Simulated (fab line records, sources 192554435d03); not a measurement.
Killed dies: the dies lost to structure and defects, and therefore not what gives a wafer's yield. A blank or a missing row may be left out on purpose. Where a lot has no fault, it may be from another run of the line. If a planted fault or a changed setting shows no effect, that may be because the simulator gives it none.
Chamber matching	flow n5 finfet	N5_PASSIVATION_VIA_ETCH_13 on rie diel-06: 3 sister chambers
The step etches SiO2 in CHF3/O2, target depth 660 nm, time 330 s. 16 wafers are shown with their chamber, then 5 later ones without.

== WAFERS, EACH WITH ITS CHAMBER ==
wafer	chamber	throttle valve pct (%)	drypump motor current A (A)	rf vpp V (V)
L074.2	1	19.11	5.9	529
L074.3	3	18.70	6.4	531
L074.6	1	19.09	5.9	530
L078.3	3	18.71	6.4	530
L078.4	1	19.11	5.9	529
L078.5	1	19.11	5.9	527
L083.1	2	19.19	5.5	523
L083.3	3	18.73	6.4	530
L083.6	2	19.20	5.5	522
L081.1	3	18.72	6.4	529
L081.2	2	19.19	5.5	521
L081.3	1	19.11	5.9	529
L081.4	2	19.20	5.4	522
L081.5	1	19.11	5.9	529
L081.6	3	18.73	6.3	529
L087.3	2	19.24	5.5	521

SIGNATURES, as means of the wafers listed above
reading	chamber 1	chamber 2	chamber 3	scatter within a chamber
throttle valve pct	19.1067	19.2040	18.7180	0.0145
drypump motor current A	5.900	5.480	6.380	0.0351
rf vpp V	528.83	521.80	529.80	0.896
Rule: a wafer lies at a distance from a chamber equal to the root of the sum of squares, over the readings, of (its reading less the chamber's mean, divided by the reading's scatter). The wafer belongs to the nearest chamber; if the next one is less than 2 further off, it can't be placed. How the scatter is found: for the shown wafers, subtract from each reading the mean of its chamber, square and add these, divide the total by (wafers less chambers), then take the root.

== WAFERS MISSING THEIR CHAMBER ==
wafer	throttle valve pct (%)	drypump motor current A (A)	rf vpp V (V)
L087.6	19.12	5.9	530
L085.4	19.14	6.0	528
L085.5	19.22	5.4	523
L094.1	19.24	5.5	521
L094.4	18.30	6.4	538

== WHICH CHAMBER EACH WENT THROUGH ==
wafer	from the rows above	in truth
L087.6	1	1
L085.4	1	1
L085.5	2	2
L094.1	2	2
L094.4	3	3
Correct placement for 5 of the 5. Can't be placed from these rows: 0. Number placed wrongly: 0.
